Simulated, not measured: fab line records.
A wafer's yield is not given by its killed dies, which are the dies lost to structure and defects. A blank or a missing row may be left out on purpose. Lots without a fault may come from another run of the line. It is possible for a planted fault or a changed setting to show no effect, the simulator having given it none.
fab line records    flow n5_finfet
record: lots: 7  wafers: 39
route steps=1938 shown ZERO_LAYER@11 FIN_SAQP@96 SD_EPI_P@321 SD_ACTIVATION@330 HKMG_FIN@403 BEOL_M0_SAQP@637
start_h: the number of hours between the record's first day and the start of the first shown wafer of the lot    wait_h: hours since the lot's step before    " unchanged from the row above    L1.1+2: one row covering several wafers at once    - value missing, or start not given    * or withheld: withheld    < > ~ a bound
route shown NAME@n: names a module that has steps shown in the file, with the first one's number in the route    usual: average and standard deviation across the fault-free wafers    same: alike in all rows    chamber/n: place in a boat    sites: each site's reading    _std_site: the values' standard deviation    _edge_site: inner sites' mean taken away from outer sites' mean    radius_mm: how far each site lies from the wafer's centre    mask NAME#n: copy n    behind: the tool/chamber that last shaped the wafer    hold: why the lot was held/for how many hours/how that ended    device: the transistor (n, p or np) that didn't switch    end of line: the tests these same wafers got at the end of their route    step lacking rows: just its recipe    killed: at the first sort, the dies lost to defects and structure; wafer yield is something else    map: a wafer's dies, x killed, . not, _ none there
set.NAME: the setting as run; set.NAME@STEP: as run at that earlier step    model.NAME: the simulator's own value behind a step, which no gauge read
one table per step and one row per wafer, for lots whose settings were changed on purpose
== steps ==
step: N5_ZERO_LAYER_DEVELOP_10
recipe: develop_time_s: 60  rinse_liquid: diw  dry: air_spin  dev_temp_c: 21
lot.wafer         tool            chamber  start_h  wait_h  set.develop_time_s
L078.1+3+5        litho_track-05  0        -        -       25.73
L078.2+4+6        "               0        "        "       60
L085.1+4+5        litho_track-04  0        -        -       28.21
L085.2+3+6        "               0        "        "       60
L086.1+4+5        litho_track-01  0        -        -       60
L086.2+3+6        "               0        "        "       90.73
L089.1+2+6        litho_track-05  0        -        -       80.41
L089.3+4+5        "               0        "        "       60
L090.1+2+3+4+5+6  litho_track-04  0        -        -       60
L093.1+5+6        litho_track-01  0        -        -       60
L093.2+3+4        "               0        "        "       29.03
L096.2+4+5        litho_track-04  0        -        -       60
step: N5_ZERO_LAYER_HARDBAKE_23
recipe: temp_c: 130  time_s: 120
step: N5_ZERO_LAYER_CD_MEAS_11
recipe: target_cd_nm: 2000  landing_energy_ev: 500  detector: se_inlens
usual: cd_nm: 1998.7/2.2
lot.wafer  tool       chamber  start_h  wait_h  set.develop_time_s@ZERO_LAYER_DEVELOP_10  cd_nm
L078.1     cd_sem-03  0        36.77    -       25.73                                     1981.1
L078.2     "          0        "        "       60                                        1997.8
L078.3     "          0        "        "       25.73                                     1984.6
L078.4     "          0        "        "       60                                        1996.5
L078.5     "          0        "        "       25.73                                     1981.5
L078.6     "          0        "        "       60                                        1999.8
L085.1     cd_sem-02  0        78.64    -       28.21                                     1983.5
L085.2     "          0        "        "       60                                        2000.9
L085.3     "          0        "        "       60                                        1999.7
L085.4     "          0        "        "       28.21                                     1984.8
L085.5     "          0        "        "       28.21                                     1984.1
L085.6     "          0        "        "       60                                        1997.4
L086.1     cd_sem-02  0        84.77    -       60                                        1999.0
L086.2     "          0        "        "       90.73                                     2007.2
L086.3     "          0        "        "       90.73                                     2005.6
L086.4     "          0        "        "       60                                        2000.1
L086.5     "          0        "        "       60                                        2000.1
L086.6     "          0        "        "       90.73                                     2005.5
L089.1     cd_sem-01  0        102.64   -       80.41                                     2003.1
L089.2     "          0        "        "       80.41                                     2008.0
L089.3     "          0        "        "       60                                        1997.6
L089.4     "          0        "        "       60                                        1998.6
L089.5     "          0        "        "       60                                        1999.2
L089.6     "          0        "        "       80.41                                     2003.8
L090.1     cd_sem-01  0        108.77   -       60                                        2001.3
L090.2     "          0        "        "       60                                        1996.7
L090.3     "          0        "        "       60                                        2000.9
L090.4     "          0        "        "       60                                        1998.5
L090.5     "          0        "        "       60                                        1998.5
L090.6     "          0        "        "       60                                        2001.0
L093.1     cd_sem-01  0        126.64   -       60                                        1999.0
L093.2     "          0        "        "       29.03                                     1982.7
L093.3     "          0        "        "       29.03                                     1980.7
L093.4     "          0        "        "       29.03                                     1983.9
L093.5     "          0        "        "       60                                        2001.6
L093.6     "          0        "        "       60                                        1996.2
L096.2     cd_sem-01  0        144.64   -       60                                        2003.3
L096.4     "          0        "        "       60                                        2004.7
L096.5     "          0        "        "       60                                        1999.6
step: N5_ZERO_LAYER_DESCUM_16
recipe: chemistry: O2  time_s: 7.9  source_power_w: 50  bias_power_w: 20  pressure_mtorr: 20  rf_frequency_hz: 2.712e+07  temp_c: 40  o2_flow_sccm: 225
lot.wafer   tool         chamber  start_h  wait_h  set.develop_time_s@ZERO_LAYER_DEVELOP_10  model.ZERO_LAYER.cd_nm
L078.1+5    rie_diel-04  2,1      36.80    0.0     25.73                                     1981
L078.2      "            1        "        "       60                                        1998
L078.3      "            3        "        "       25.73                                     1984
L078.4      "            0        "        "       60                                        1997
L078.6      "            2        "        "       60                                        2000
L085.1+4+5  rie_diel-04  0,3,2    78.68    0.0     28.21                                     1984
L085.2      "            1        "        "       60                                        2001
L085.3      "            2        "        "       60                                        1999
L085.6      "            3        "        "       60                                        1997
L086.1      rie_diel-05  0        84.88    0.1     60                                        1999
L086.2      "            2        "        "       90.73                                     2007
L086.3+6    "            3        "        "       90.73                                     2005
L086.4+5    "            1,2      "        "       60                                        2000
L089.1      rie_diel-01  3        102.78   0.1     80.41                                     2003
L089.2      "            2        "        "       80.41                                     2008
L089.3+5    "            1        "        "       60                                        -
L089.4      "            0        "        "       60                                        1999
L089.6      "            0        "        "       80.41                                     2004
L090.1+3+6  rie_diel-04  2,1,1    108.80   0.0     60                                        2001
L090.2      "            3        "        "       60                                        1997
L090.4      "            0        "        "       60                                        1998
L090.5      "            2        "        "       60                                        1999
L093.1      rie_diel-04  1        126.68   0.0     60                                        1999
L093.2      "            3        "        "       29.03                                     1982
L093.3      "            2        "        "       29.03                                     1981
L093.4      "            0        "        "       29.03                                     1984
L093.5      "            0        "        "       60                                        2001
L093.6      "            3        "        "       60                                        1996
L096.2      rie_diel-05  3        144.68   0.0     60                                        2003
L096.4      "            2        "        "       60                                        2005
L096.5      "            3        "        "       60                                        2000
step: N5_FIN_SAQP_HM_DEP_03
recipe: material: SiNx  target_thk_a: 380  temp_c: 400  precursor: SiH4/NH3/N2  pressure_torr: 1.5  rf_w: 300  time_s: 33.6
lot.wafer  tool      chamber  start_h  wait_h  set.target_thk_a  model.SiNx_of_FIN_SAQP_HM_DEP_03.thk_nm
L078.1     pecvd-03  0        45.03    0.2     380               37.83
L078.2     "         1        "        "       380               37.97
L078.3     "         2        "        "       380               37.95
L078.4     "         2        "        "       380               38.13
L078.5     "         0        "        "       380               38.68
L078.6     "         1        "        "       380               38.76
L085.1     pecvd-02  1        86.61    0.2     380               37.54
L085.2     "         2        "        "       498               49.19
L085.3     "         0        "        "       380               37.38
L085.4     "         1        "        "       498               49.83
L085.5     "         0        "        "       380               38.22
L085.6     "         2        "        "       498               49.67
L086.1     pecvd-04  1        93.46    0.2     380               37.3
L086.2     "         0        "        "       380               37.53
L086.3     "         2        "        "       380               37.4
L086.4     "         1        "        "       380               37.83
L086.5     "         0        "        "       380               38.12
L086.6     "         2        "        "       380               37.96
L089.1     pecvd-03  2        110.51   0.2     172.3             17.41
L089.2     "         0        "        "       380               37.43
L089.3     "         1        "        "       172.3             17.04
L089.4     "         0        "        "       380               38.23
L089.5     "         1        "        "       380               38.62
L089.6     "         2        "        "       172.3             17.75
L090.1     pecvd-03  1        117.54   0.2     277.5             27.82
L090.2     "         2        "        "       380               38.19
L090.3     "         0        "        "       380               37.83
L090.4     "         2        "        "       277.5             28.55
L090.5     "         1        "        "       380               38.11
L090.6     "         0        "        "       277.5             28.57
L093.1     pecvd-03  2        134.57   0.2     194.7             19.59
L093.2     "         0        "        "       194.7             19.71
L093.3     "         1        "        "       380               38.13
L093.4     "         0        "        "       194.7             19.9
L093.5     "         1        "        "       380               38.36
L093.6     "         2        "        "       380               39.23
L096.2     pecvd-02  1        152.61   0.3     380               37.21
L096.4     "         2        "        "       380               37.31
L096.5     "         0        "        "       380               37.49
step: N5_FIN_SAQP_THK_MEAS_05
usual: thk_nm: 38.0/0.52
lot.wafer  tool           chamber  start_h  wait_h  set.target_thk_a@FIN_SAQP_HM_DEP_03  thk_nm
L078.1     film_metro-02  -        45.12    0.1     380                                  37.8
L078.2     "              -        "        "       380                                  38.0
L078.3     "              -        "        "       380                                  38.0
L078.4     "              -        "        "       380                                  38.1
L078.5     "              -        "        "       380                                  38.7
L078.6     "              -        "        "       380                                  38.8
L085.1     film_metro-01  -        86.70    0.1     380                                  37.5
L085.2     "              -        "        "       498                                  49.2
L085.3     "              -        "        "       380                                  37.3
L085.4     "              -        "        "       498                                  49.9
L085.5     "              -        "        "       380                                  38.2
L085.6     "              -        "        "       498                                  49.7
L086.1     film_metro-02  -        93.54    0.1     380                                  37.2
L086.2     "              -        "        "       380                                  37.5
L086.3     "              -        "        "       380                                  37.4
L086.4     "              -        "        "       380                                  37.8
L086.5     "              -        "        "       380                                  38.1
L086.6     "              -        "        "       380                                  38.0
L089.1     film_metro-01  -        110.60   0.1     172.3                                17.5
L089.2     "              -        "        "       380                                  37.4
L089.3     "              -        "        "       172.3                                17.0
L089.4     "              -        "        "       380                                  38.2
L089.5     "              -        "        "       380                                  38.6
L089.6     "              -        "        "       172.3                                17.8
L090.1     film_metro-01  -        117.62   0.1     277.5                                27.8
L090.2     "              -        "        "       380                                  38.2
L090.3     "              -        "        "       380                                  37.8
L090.4     "              -        "        "       277.5                                28.6
L090.5     "              -        "        "       380                                  38.1
L090.6     "              -        "        "       277.5                                28.6
L093.1     film_metro-02  -        134.66   0.1     194.7                                19.6
L093.2     "              -        "        "       194.7                                19.7
L093.3     "              -        "        "       380                                  38.1
L093.4     "              -        "        "       194.7                                19.9
L093.5     "              -        "        "       380                                  38.4
L093.6     "              -        "        "       380                                  39.2
L096.2     film_metro-02  -        152.70   0.1     380                                  37.2
L096.4     "              -        "        "       380                                  37.3
L096.5     "              -        "        "       380                                  37.5
step: N5_FIN_SAQP_PECVD_47
recipe: material: a-Si  target_thk_a: 450  temp_c: 400  precursor: SiH4/He  pressure_torr: 3  rf_w: 100  time_s: 36.3
step: N5_FIN_SAQP_PECVD_48
recipe: material: SiNx  target_thk_a: 250  temp_c: 400  precursor: SiH4/NH3/N2  pressure_torr: 1.5  rf_w: 300  time_s: 22.1
step: N5_FIN_SAQP_MANDREL2_REMOVE_60
recipe: chemistry: HBr/Cl2/O2  bt_time_s: 10  target: a-Si  stop_on: SiNx  endpoint: OES-SiCl  over_etch_frac: 1  icp_w: 600  bias_w: 22  HBr_flow_sccm: 150  Cl2_flow_sccm: 80  O2_flow_sccm: 5  pressure_mtorr: 10
step: N5_FIN_SAQP_HM_OPEN_33
recipe: chemistry: CH3F/O2  target: SiNx  mask_material: SiO2  target_depth_a: 494  time_s: 70.6  pressure_mtorr: 30  source_w: 395  bias_w: 73  Ar_flow_sccm: 150  CH3F_flow_sccm: 30  O2_flow_sccm: 20  ion_energy_ev: 120  ends: cleared
usual: etch_rf_on_time_s: 68.8/1.6
lot.wafer  tool         chamber  start_h  wait_h  set.target_thk_a@FIN_SAQP_HM_DEP_03  etch_rf_on_time_s  model.etch.depth_nm
L078.1     rie_diel-03  2        49.52    0.0     380                                  69.6               37.2
L078.2     "            0        "        "       380                                  70.1               37.23
L078.3     "            1        "        "       380                                  70.8               37.32
L078.4     "            2        "        "       380                                  69.6               37.41
L078.5     "            1        "        "       380                                  71.9               37.94
L078.6     "            0        "        "       380                                  71.4               38.13
L085.1     rie_diel-03  2        93.42    0.1     380                                  68.3               36.74
L085.2     "            1        "        "       498                                  93.7               48.56
L085.3     "            3        "        "       380                                  67.6               36.58
L085.4     "            0        "        "       498                                  92.6               49.21
L085.5     "            1        "        "       380                                  71.5               37.42
L085.6     "            0        "        "       498                                  92.8               49.05
L086.1     rie_diel-06  2        100.20   0.1     380                                  65.7               36.68
L086.2     "            1        "        "       380                                  68.0               36.9
L086.3     "            0        "        "       380                                  67.7               36.66
L086.4     "            2        "        "       380                                  66.8               37.11
L086.5     "            1        "        "       380                                  69.3               37.49
L086.6     "            0        "        "       380                                  68.3               37.25
L089.1     rie_diel-02  1        115.23   0.0     172.3                                31.1               16.78
L089.2     "            2        "        "       380                                  68.1               36.69
L089.3     "            0        "        "       172.3                                29.8               16.33
L089.4     "            3        "        "       380                                  68.9               37.6
L089.5     "            1        "        "       380                                  70.1               37.9
L089.6     "            2        "        "       172.3                                32.0               17.13
L090.1     rie_diel-06  1        122.83   0.0     277.5                                49.9               27.19
L090.2     "            0        "        "       380                                  68.7               37.4
L090.3     "            2        "        "       380                                  67.5               37.2
L090.4     "            1        "        "       277.5                                51.3               27.75
L090.5     "            0        "        "       380                                  69.8               37.32
L090.6     "            2        "        "       277.5                                50.8               27.94
L093.1     rie_diel-03  0        139.05   0.0     194.7                                35.8               18.96
L093.2     "            1        "        "       194.7                                34.7               18.98
L093.3     "            3        "        "       380                                  68.9               37.42
L093.4     "            2        "        "       194.7                                36.1               19.27
L093.5     "            1        "        "       380                                  68.9               37.62
L093.6     "            0        "        "       380                                  72.8               38.6
L096.2     rie_diel-03  0        157.77   0.0     380                                  68.9               36.56
L096.4     "            1        "        "       380                                  66.4               36.68
L096.5     "            1        "        "       380                                  67.2               36.87
step: N5_SD_EPI_P_EPI_21
recipe: material: SiGe:B  dopant: B  temp_c: 550  pressure_torr: 20  ambient: H2  time_s: 355
lot.wafer   tool          chamber  start_h  wait_h  set.epi_growth_time_s  model.SiGe-B_of_SD_EPI_P_EPI_21.thk_nm
L078.1      epi_rpcvd-01  0        79.78    0.1     194                    36.2
L078.2      "             0        "        "       194                    37
L078.3      "             0        "        "       194                    35.8
L078.4+5    "             0        "        "       355                    60.8
L078.6      "             0        "        "       355                    61.6
L085.1+2+4  epi_rpcvd-02  0        123.50   0.1     282.6                  52.6
L085.3      "             0        "        "       355                    60
L085.5+6    "             0        "        "       355                    59.8
L086.1      epi_rpcvd-03  0        130.31   0.1     355                    61.4
L086.2      "             0        "        "       355                    61.2
L086.3      "             0        "        "       355                    60.6
L086.4      "             0        "        "       174.2                  32.8
L086.5      "             0        "        "       174.2                  32.6
L086.6      "             0        "        "       174.2                  33
L089.1      epi_rpcvd-02  0        144.61   0.1     191.5                  35.8
L089.2      "             0        "        "       355                    61.6
L089.3      "             0        "        "       191.5                  35.4
L089.4      "             0        "        "       191.5                  36.2
L089.5+6    "             0        "        "       355                    61.2
L090.1+2    epi_rpcvd-02  0        152.99   0.1     182.7                  34.4
L090.3      "             0        "        "       355                    61.4
L090.4      "             0        "        "       355                    61.8
L090.5      "             0        "        "       182.7                  34.6
L090.6      "             0        "        "       355                    61.2
L093.1      epi_rpcvd-01  0        166.81   0.2     355                    61.6
L093.2      "             0        "        "       355                    61.8
L093.3      "             0        "        "       355                    62.2
L093.4      "             0        "        "       502.5                  79
L093.5      "             0        "        "       502.5                  78.8
L093.6      "             0        "        "       502.5                  78.6
L096.2      epi_rpcvd-02  0        188.30   0.5     355                    61.8
L096.4      "             0        "        "       355                    60.2
L096.5      "             0        "        "       355                    60.8
step: N5_SD_EPI_P_EPI_MEAS_23
recipe: mode: xrd
usual: thk_nm: 61.1/1.1
lot.wafer  tool           chamber  start_h  wait_h  set.epi_growth_time_s@SD_EPI_P_EPI_21  thk_nm
L078.1     film_metro-01  -        81.98    1.8     194                                    36.6
L078.2     "              -        "        "       194                                    38.7
L078.3     "              -        "        "       194                                    35.5
L078.4     "              -        "        "       355                                    61.7
L078.5     "              -        "        "       355                                    61.5
L078.6     "              -        "        "       355                                    64.0
L085.1     film_metro-01  -        125.70   1.8     282.6                                  52.6
L085.2     "              -        "        "       282.6                                  53.5
L085.3     "              -        "        "       355                                    61.2
L085.4     "              -        "        "       282.6                                  52.8
L085.5     "              -        "        "       355                                    60.5
L085.6     "              -        "        "       355                                    59.4
L086.1     film_metro-02  -        132.51   1.8     355                                    60.7
L086.2     "              -        "        "       355                                    61.1
L086.3     "              -        "        "       355                                    62.2
L086.4     "              -        "        "       174.2                                  31.0
L086.5     "              -        "        "       174.2                                  33.6
L086.6     "              -        "        "       174.2                                  32.9
L089.1     film_metro-02  -        146.81   1.8     191.5                                  36.0
L089.2     "              -        "        "       355                                    63.1
L089.3     "              -        "        "       191.5                                  35.5
L089.4     "              -        "        "       191.5                                  35.0
L089.5     "              -        "        "       355                                    61.0
L089.6     "              -        "        "       355                                    62.7
L090.1     film_metro-02  -        155.19   1.8     182.7                                  34.9
L090.2     "              -        "        "       182.7                                  33.0
L090.3     "              -        "        "       355                                    61.3
L090.4     "              -        "        "       355                                    62.0
L090.5     "              -        "        "       182.7                                  34.8
L090.6     "              -        "        "       355                                    59.3
L093.1     film_metro-02  -        169.73   2.4     355                                    62.9
L093.2     "              -        "        "       355                                    61.8
L093.3     "              -        "        "       355                                    61.6
L093.4     "              -        "        "       502.5                                  79.3
L093.5     "              -        "        "       502.5                                  79.3
L093.6     "              -        "        "       502.5                                  77.9
L096.2     film_metro-02  -        190.14   1.5     355                                    60.8
L096.4     "              -        "        "       355                                    58.6
L096.5     "              -        "        "       355                                    61.8
step: N5_SD_EPI_P_HM_STRIP_48
recipe: chemistry: H3PO4  temp_c: 160  material: SiNx  target: SiNx  target_depth_a: 30  overetch_fraction: 0.3
step: N5_SD_EPI_P_SRD_49
recipe: dry: ipa_marangoni  time_s: 30  temp_c: 23  rinse_liquid: diw
step: N5_SD_ACTIVATION_RTA_00
recipe: temp_c: 975  time_s: 0  ambient: N2  idle_temp_c: 600  ramp_up_c_per_s: 150  ramp_down_c_per_s: 60  cool_to_c: 600
step: N5_SD_ACTIVATION_LSA_01
recipe: temp_c: 1080  time_s: 0.0008  ambient: N2
step: N5_SD_ACTIVATION_RS_MEAS_03
recipe: thk_meas_gauge: four-point-probe
usual: RS_SD_N: 21.95/0.3  RS_SD_P: 55.8/0.84
lot.wafer  tool           chamber  start_h  wait_h  set.epi_growth_time_s@SD_EPI_P_EPI_21  RS_SD_N[ohm/sq]  RS_SD_P[ohm/sq]
L078.1     film_metro-01  -        82.64    0.2     194                                    21.72            93.2
L078.2     "              -        "        "       194                                    21.71            90.8
L078.3     "              -        "        "       194                                    21.93            93.9
L078.4     "              -        "        "       355                                    21.89            55.4
L078.5     "              -        "        "       355                                    21.92            55.3
L078.6     "              -        "        "       355                                    21.61            54.9
L085.1     film_metro-01  -        126.31   0.2     282.6                                  22.06            64.6
L085.2     "              -        "        "       282.6                                  22.43            64.7
L085.3     "              -        "        "       355                                    22.16            57.0
L085.4     "              -        "        "       282.6                                  22.54            64.8
L085.5     "              -        "        "       355                                    22.48            56.8
L085.6     "              -        "        "       355                                    22.50            57.0
L086.1     film_metro-02  -        133.12   0.2     355                                    22.17            56.4
L086.2     "              -        "        "       355                                    22.25            56.6
L086.3     "              -        "        "       355                                    21.85            56.9
L086.4     "              -        "        "       174.2                                  21.93            104.5
L086.5     "              -        "        "       174.2                                  22.06            104.3
L086.6     "              -        "        "       174.2                                  21.83            104.8
L089.1     film_metro-02  -        147.42   0.2     191.5                                  22.05            93.0
L089.2     "              -        "        "       355                                    21.79            54.2
L089.3     "              -        "        "       191.5                                  21.92            94.0
L089.4     "              -        "        "       191.5                                  21.88            91.9
L089.5     "              -        "        "       355                                    22.07            54.3
L089.6     "              -        "        "       355                                    22.13            54.2
L090.1     film_metro-02  -        155.81   0.2     182.7                                  22.33            99.6
L090.2     "              -        "        "       182.7                                  22.37            99.1
L090.3     "              -        "        "       355                                    22.25            55.7
L090.4     "              -        "        "       355                                    22.38            55.9
L090.5     "              -        "        "       182.7                                  22.99            99.7
L090.6     "              -        "        "       355                                    22.33            56.0
L093.1     film_metro-02  -        170.35   0.2     355                                    22.15            55.5
L093.2     "              -        "        "       355                                    22.08            54.9
L093.3     "              -        "        "       355                                    21.93            54.6
L093.4     "              -        "        "       502.5                                  22.21            42.9
L093.5     "              -        "        "       502.5                                  22.20            43.2
L093.6     "              -        "        "       502.5                                  22.13            43.5
L096.2     film_metro-02  -        190.77   0.2     355                                    22.58            56.1
L096.4     "              -        "        "       355                                    22.10            57.0
L096.5     "              -        "        "       355                                    22.09            57.1
step: N5_HKMG_FIN_ETCH_55
recipe: chemistry: N2/H2  target: SOC  target_depth_a: 2400  temp_c: 40  time_s: 300  ion_energy_ev: 200  mask_material: SiARC  pressure_mtorr: 30  source_w: 840  bias_w: 150  n2_flow_sccm: 200  h2_flow_sccm: 200
lot.wafer  tool         chamber  start_h  wait_h  set.time_s  model.HKMG_FIN.feature_depth_nm  model.etch.depth_nm  model.SiARC_of_HKMG_FIN_COAT_42.thk_nm
L078.1     rie_diel-03  2        96.95    0.0     300         247                              247                  21.2
L078.2     "            0        "        "       300         234.2                            234.1                21.8
L078.3     "            3        "        "       300         241.8                            241.9                20.4
L078.4     "            3        "        "       300         244.4                            244.4                20.4
L078.5     "            0        "        "       300         234.4                            234.4                21.8
L078.6     "            2        "        "       300         246.2                            246.2                21.2
L085.1     rie_diel-06  2        139.25   0.0     167.7       138                              137.9                27
L085.2     "            1        "        "       300         243.4                            243.4                20.8
L085.3     "            0        "        "       300         240.8                            240.8                21
L085.4     "            2        "        "       300         245.6                            245.5                20.8
L085.5     "            0        "        "       167.7       133                              133                  27.2
L085.6     "            1        "        "       167.7       135.6                            135.6                27.2
L086.1     rie_diel-03  3        146.16   0.0     424         347.8                            347.7                14
L086.2     "            1        "        "       300         250.6                            250.5                20.8
L086.3     "            2        "        "       424         349.8                            349.8                15.2
L086.4     "            0        "        "       300         235.6                            235.5                21.6
L086.5     "            2        "        "       300         249.6                            249.6                21
L086.6     "            3        "        "       424         348.2                            348.2                14
L089.1     rie_diel-02  0        161.76   0.0     300         246.4                            246.5                21
L089.2     "            1        "        "       300         238.2                            238.3                21
L089.3     "            2        "        "       300         238.8                            238.8                21.2
L089.4     "            3        "        "       300         239.8                            239.9                21.2
L089.5     "            3        "        "       300         239.6                            239.6                21.4
L089.6     "            2        "        "       300         241.2                            241.2                21
L090.1     rie_diel-03  2        169.28   0.0     300         245.2                            245.1                21.4
L090.2     "            0        "        "       300         235.6                            235.5                21.8
L090.3     "            3        "        "       300         243                              243                  20.6
L090.4     "            1        "        "       300         247                              247                  21.2
L090.5     "            3        "        "       300         243.2                            243.2                20.6
L090.6     "            0        "        "       300         237                              236.9                21.6
L093.1     rie_diel-02  3        183.50   0.1     432.4       349.6                            349.6                15.2
L093.2     "            0        "        "       300         250.2                            250.2                20.6
L093.3     "            0        "        "       300         249.4                            249.4                20.8
L093.4     "            3        "        "       432.4       351.2                            351.2                15
L093.5     "            3        "        "       300         243                              243                  21.2
L093.6     "            0        "        "       432.4       358                              357.9                14.6
L096.2+4   rie_diel-02  3        204.07   0.0     300         242.6                            242.6                21.2
L096.5     "            0        "        "       300         247.8                            247.8                20.8
step: N5_BEOL_M0_SAQP_PECVD_97
recipe: material: SiNx  target_thk_a: 230  temp_c: 350  precursor: SiH4/NH3/N2  pressure_torr: 1.5  rf_w: 300  time_s: 19.9
lot.wafer   tool      chamber  start_h  wait_h  set.time_s  model.SiNx_of_BEOL_M0_SAQP_PECVD_97.thk_nm
L078.1      pecvd-04  1        132.58   0.0     19.9        23.2
L078.2+3    "         2,0      "        "       27.78       32.2
L078.4      "         2        "        "       27.78       32.6
L078.5      "         0        "        "       19.9        23.8
L078.6      "         1        "        "       19.9        23.4
L085.1      pecvd-04  2        173.73   0.0     29.66       34.2
L085.2      "         0        "        "       19.9        23
L085.3      "         1        "        "       29.66       33.8
L085.4      "         1        "        "       19.9        22.8
L085.5      "         2        "        "       19.9        23.4
L085.6      "         0        "        "       29.66       34.6
L086.1      pecvd-04  1        181.38   0.0     19.9        22.8
L086.2+5+6  "         2,2,1    "        "       19.9        23
L086.3      "         0        "        "       19.9        23.2
L086.4      "         0        "        "       19.9        23.4
L089.1+3+4  pecvd-01  0,2,1    199.14   0.0     19.9        23.2
L089.2      "         1        "        "       19.9        22.8
L089.5      "         0        "        "       19.9        23.6
L089.6      "         2        "        "       19.9        23.4
L090.1      pecvd-04  2        204.03   0.0     24.4        28.2
L090.2      "         0        "        "       19.9        23
L090.3      "         0        "        "       24.4        28.8
L090.4      "         2        "        "       19.9        23.6
L090.5      "         2        "        "       24.4        28.6
L090.6      "         0        "        "       19.9        23.8
L093.1      pecvd-01  2        219.05   0.0     12.02       14.2
L093.2      "         0        "        "       19.9        23.2
L093.3      "         0        "        "       12.02       14.6
L093.4      "         2        "        "       12.02       14.4
L093.5      "         2        "        "       19.9        23.6
L093.6      "         0        "        "       19.9        23.4
L096.2      pecvd-01  1        238.20   0.0     19.9        22.4
L096.4      "         1        "        "       19.9        23
L096.5      "         0        "        "       19.9        23.2
== key ==
split: step: N5_ZERO_LAYER_DEVELOP_10  setting: develop_time_s  stated: 60  by: wafer
response: step: N5_ZERO_LAYER_CD_MEAS_11  reading: cd_nm  change: +0.247  per: 1%  r: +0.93
response: step: N5_ZERO_LAYER_DESCUM_16  reading: model.ZERO_LAYER.cd_nm  change: +0.253  per: 1%  r: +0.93
split: step: N5_FIN_SAQP_HM_DEP_03  setting: target_thk_a  stated: 380  by: wafer
response: step: N5_FIN_SAQP_HM_DEP_03  reading: model.SiNx_of_FIN_SAQP_HM_DEP_03.thk_nm  change: +0.38  per: 1%  r: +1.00
response: step: N5_FIN_SAQP_THK_MEAS_05  reading: thk_nm  change: *  per: 1%  r: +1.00
response: step: N5_FIN_SAQP_HM_OPEN_33  reading: etch_rf_on_time_s  change: *  per: 1%  r: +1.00
response: step: N5_FIN_SAQP_HM_OPEN_33  reading: model.etch.depth_nm  change: +0.38  per: 1%  r: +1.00
split: step: N5_SD_EPI_P_EPI_21  setting: epi_growth_time_s  stated: 355  by: wafer
response: step: N5_SD_EPI_P_EPI_21  reading: model.SiGe-B_of_SD_EPI_P_EPI_21.thk_nm  change: +0.523  per: 1%  r: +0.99
response: step: N5_SD_EPI_P_EPI_MEAS_23  reading: thk_nm  change: *  per: 1%  r: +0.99
response: step: N5_SD_ACTIVATION_RS_MEAS_03  reading: RS_SD_P  shape: bent  at_lowest: 104.6  at_stated: 55.8  at_highest: 43.2
split: step: N5_HKMG_FIN_ETCH_55  setting: time_s  stated: 300  by: wafer
response: step: N5_HKMG_FIN_ETCH_55  reading: model.HKMG_FIN.feature_depth_nm  change: +2.44  per: 1%  r: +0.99
response: step: N5_HKMG_FIN_ETCH_55  reading: model.etch.depth_nm  change: +2.44  per: 1%  r: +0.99
response: step: N5_HKMG_FIN_ETCH_55  reading: model.SiARC_of_HKMG_FIN_COAT_42.thk_nm  change: -0.146  per: 1%  r: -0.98
split: step: N5_BEOL_M0_SAQP_PECVD_97  setting: time_s  stated: 19.9  by: wafer
response: step: N5_BEOL_M0_SAQP_PECVD_97  reading: model.SiNx_of_BEOL_M0_SAQP_PECVD_97.thk_nm  change: +0.226  per: 1%  r: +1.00
